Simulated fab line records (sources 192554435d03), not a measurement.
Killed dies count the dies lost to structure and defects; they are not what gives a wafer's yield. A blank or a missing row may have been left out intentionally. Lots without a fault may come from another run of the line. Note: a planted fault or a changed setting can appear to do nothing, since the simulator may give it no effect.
Chamber matching / flow n5_finfet / pecvd-04 running N5_BEOL_M8_ILD_DEP_00: 3 sister chambers
The step deposits SiCOH lowk from DEMS/porogen, target thk 179.75 nm, time 33.4 s. 3 wafers are shown with their chamber, then 12 later ones without.

== WAFERS PAIRED WITH THEIR CHAMBERS ==
wafer=L082.5; chamber=1; throttle_valve_pct (%)=13.5
wafer=L091.2; chamber=0; throttle_valve_pct (%)=14.5
wafer=L091.4; chamber=2; throttle_valve_pct (%)=14.3

== WAFERS MISSING THEIR CHAMBER ==
wafer=L092.2; throttle_valve_pct (%)=13.1
wafer=L092.4; throttle_valve_pct (%)=14.4
wafer=L092.5; throttle_valve_pct (%)=13.2
wafer=L094.1; throttle_valve_pct (%)=14.0
wafer=L094.2; throttle_valve_pct (%)=14.5
wafer=L094.3; throttle_valve_pct (%)=13.0
wafer=L094.4; throttle_valve_pct (%)=13.2
wafer=L094.5; throttle_valve_pct (%)=14.1
wafer=L094.6; throttle_valve_pct (%)=14.5
wafer=L097.1; throttle_valve_pct (%)=13.0
wafer=L097.2; throttle_valve_pct (%)=14.7
wafer=L097.5; throttle_valve_pct (%)=13.3

== WHICH CHAMBER EACH ONE RAN IN ==
wafer=L092.2; from the rows above=1; in truth=1
wafer=L092.4; from the rows above=can't be placed: 0 or 2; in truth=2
wafer=L092.5; from the rows above=1; in truth=1
wafer=L094.1; from the rows above=can't be placed: 2 or 0 or 1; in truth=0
wafer=L094.2; from the rows above=can't be placed: 0 or 2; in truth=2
wafer=L094.3; from the rows above=1; in truth=1
wafer=L094.4; from the rows above=1; in truth=1
wafer=L094.5; from the rows above=can't be placed: 2 or 0 or 1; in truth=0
wafer=L094.6; from the rows above=can't be placed: 0 or 2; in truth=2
wafer=L097.1; from the rows above=1; in truth=1
wafer=L097.2; from the rows above=can't be placed: 0 or 2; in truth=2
wafer=L097.5; from the rows above=1; in truth=1
Correct placement for 6 of the 12. Unplaceable from these rows: 6, with the true chamber sitting among the candidates in 6. 0 placed wrongly.
How it was worked out, from the rows above alone: a wafer's distance from a chamber is the root of the sum, over the readings, of the square of ((its reading less the chamber's mean) divided by the reading's scatter). The wafer belongs to the nearest chamber; if the next one is less than 2 further off, it can't be placed. The mean given for a chamber averages the wafers shown for that chamber. The scatter (one wafer shown for each chamber): square how far every hidden wafer sits from the nearest shown wafer, average those squares and take the square root.
